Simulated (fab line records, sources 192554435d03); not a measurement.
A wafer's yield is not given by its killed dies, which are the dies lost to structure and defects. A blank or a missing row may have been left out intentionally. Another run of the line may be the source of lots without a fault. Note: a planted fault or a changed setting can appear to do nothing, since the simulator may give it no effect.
A lot that was struck, set against a sound lot | flow n5Finfet | 15 steps out of a route of 1938
Sound: the wafers L749.2, L749.3, L749.5. Wafers struck: L751.2, L751.4, L751.6. At the end, the cause is stated.
For every step that has rows: the tool of each side, followed by ch and its chambers, followed by its first start. Under that, the readings that differ: sound wafers | struck wafers | difference of the means | sigmas: that difference in standard deviations of wafers without a fault.
alike: readings whose means differ by less than 2 such deviations, and words and numbers that are the same on both sides. not compared: withheld readings, readings that some wafer has no value for, bounds like >300 that may hide the same value, and numbers for which the record gives no deviation and whose values overlap.
A row with sigmas, a row that says differs or no value, or rows on one side alone: a step with any of these is where the two part. Numbers that don't overlap but have no deviation are shown without sigmas and don't part them. A reading missing from all wafers of one side parts the sides only when that side holds two or more wafers.

first, 11 steps without rows for these wafers: N5_BEOL_M0_SAQP_RECESS_114 (chemistry HF/NH3, target SiO2, target depth 14.4 nm, afs cycles 3, sublimation time 60 s); N5_BEOL_M0_SAQP_SPACER1_ALD_98 (deposits SiO2, target thk 12.8 nm, pulse time 1 s, purge time 2 s); N5_BEOL_M0_SAQP_SPACER1_ETCHBACK_99 (etches SiO2 in CHF3/O2, target depth 15.4 nm, time 7.7 s); N5_BEOL_M0_SAQP_MANDREL1_REMOVE_100 (chemistry HBr/Cl2/O2, target a-Si, stops on SiNx, bt time 10 s); N5_BEOL_M0_SAQP_ETCH_101 (etches SiNx in CH3F/O2, target depth 29.9 nm, time 42.7 s); N5_BEOL_M0_SAQP_ETCH_102 (etches SiO2 in CF4, target depth 4 nm, time 4.4 s); N5_BEOL_M0_SAQP_MANDREL_ETCH_103 (etches a-Si in HBr/Cl2, stops on SiCN, target depth 45 nm, bt time 10 s, time 27 s); N5_BEOL_M0_SAQP_RECESS_104 (chemistry HF/NH3, target SiO2, target depth 18 nm, afs cycles 3, sublimation time 60 s); N5_BEOL_M0_SAQP_COAT_105 (time 60 s, resist thk 100 nm); N5_BEOL_M0_SAQP_ETCH_106 (etches SOC in N2/H2, stops on SiNx, target depth 150 nm); N5_BEOL_M0_SAQP_ETCH_107 (etches SiNx in CH3F/O2, target depth 30 nm).
N5_BEOL_M0_SAQP_STRIP_108: strips in N2/H2.
  sound on rieDiel-02 ch 2,3, day 6 04:47; struck on rieDiel-05 ch 0,1,2, day 6 18:25
  no value came back on the struck wafers for any of 7 readings (biasPowerW (W), chamberPressureMTorr (mTorr) and others); on the sound wafers biasPowerW (W) reads 28.21 27.94 27.93
reading                                       | sound | struck     | difference | sigmas
model.SOC_of_BEOL_M0_SAQP_COAT_105.thkNm (nm) | 0 0 0 | 12.6 14 13 | +13.2      | 
  not compared: rfHoursCounterH
then, 1 step without rows for these wafers: N5_BEOL_M0_SAQP_RECESS_109 (chemistry HF/NH3, target SiO2, target depth 3 nm, afs cycles 1, sublimation time 60 s).
N5_BEOL_M4_RC_MEAS_101:
  the record has rows for the sound wafers here (prober-02 ch 0, day 8 01:28) and none for the struck ones
-- here the record skips 6 days between the struck wafers' starts before and after, leaving off in module BEOL_M4 and picking up in module PASSIVATION (first step shown: number 1936 of the route) --
N5_PASSIVATION_PROBE_49:
  sound on prober-01 at day 12 00:07; struck on prober-02 at day 12 22:15
reading                 | sound          | struck         | difference | sigmas
defectLimitedYield (%)  | 92.7 91.4 91.9 | 0 0 0          | -92        | -58
killed_at_M0_to_M3      | 24 34 37       | 1108 1130 1130 | +1091      | +99 or more
killedDies              | 86 101 96      | 1180 1180 1180 | +1086      | +57
killedOnRim             | 13 6 13        | 152 152 152    | +141       | +34
sort_bin_5_function (%) | 4.1 4.8 4.7    | 96.7 97.0 97.8 | +92.6      | +84
sortNPass               | 1094 1079 1084 | 0 0 0          | -1086      | -60
sortYieldPct (%)        | 92.7 91.4 91.9 | 0 0 0          | -92        | -58
  alike: killed_at_M4_up, killedAtContacts, killedAtFrontEnd, killedAtOther, killedOpen, killedShort, sort_bin_6_memory

WHERE THEY PART
First at N5_BEOL_M0_SAQP_STRIP_108; last, within this record, at N5_PASSIVATION_PROBE_49.

WHY: what the simulator had put in
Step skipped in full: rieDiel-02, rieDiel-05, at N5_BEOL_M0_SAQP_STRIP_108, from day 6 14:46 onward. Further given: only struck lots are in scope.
